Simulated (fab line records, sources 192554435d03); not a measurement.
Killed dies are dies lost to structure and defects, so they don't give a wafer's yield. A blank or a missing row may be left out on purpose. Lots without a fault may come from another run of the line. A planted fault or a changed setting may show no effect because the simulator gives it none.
Chamber matching | flow n5_finfet | N5_BEOL_M4_ETCH_70 on rie_diel-02: 4 sister chambers
The step etches SOC in N2/H2, target depth 80 nm, overetch 24 nm, time 130 s. 8 wafers are shown with their chamber, then 8 later ones without.

WAFERS WITH THEIR CHAMBER
wafer  | chamber | showerhead_plenum_p_Torr (Torr) | drypump_motor_current_A (A)
L081.2 | 2       | 2.51                            | 5.36
L083.2 | 1       | 2.72                            | 5.58
L085.4 | 3       | 2.50                            | 6.11
L085.6 | 1       | 2.72                            | 5.59
L087.1 | 0       | 2.59                            | 5.97
L087.2 | 2       | 2.50                            | 5.33
L087.3 | 3       | 2.50                            | 6.14
L090.3 | 0       | 2.59                            | 5.98

WAFERS WITHOUT THEIR CHAMBER
wafer  | showerhead_plenum_p_Torr (Torr) | drypump_motor_current_A (A)
L090.5 | 2.71                            | 5.59
L090.6 | 2.50                            | 5.37
L089.1 | 2.49                            | 6.12
L089.2 | 2.59                            | 5.98
L089.5 | 2.50                            | 5.36
L093.1 | 2.71                            | 5.56
L093.3 | 2.49                            | 6.13
L093.4 | 2.50                            | 5.38

WHICH CHAMBER EACH WENT THROUGH
wafer  | from the rows above | in truth
L090.5 | 1                   | 1
L090.6 | 2                   | 2
L089.1 | 3                   | 3
L089.2 | 0                   | 0
L089.5 | 2                   | 2
L093.1 | 1                   | 1
L093.3 | 3                   | 3
L093.4 | 2                   | 2
Placed correctly: 8 of 8. Can't be placed from these rows: 0. Placed wrongly: 0.
How it was worked out, from the rows above alone: a wafer's distance from a chamber is the root of the sum, over the readings, of the square of ((its reading less the chamber's mean) divided by the reading's scatter). The wafer belongs to the nearest chamber; if the next one is less than 2 further off, it can't be placed. A chamber's mean is the mean of its shown wafers. The scatter: the root of (the sum of the squares of (reading less its chamber's mean) over the shown wafers, divided by (wafers less chambers)).
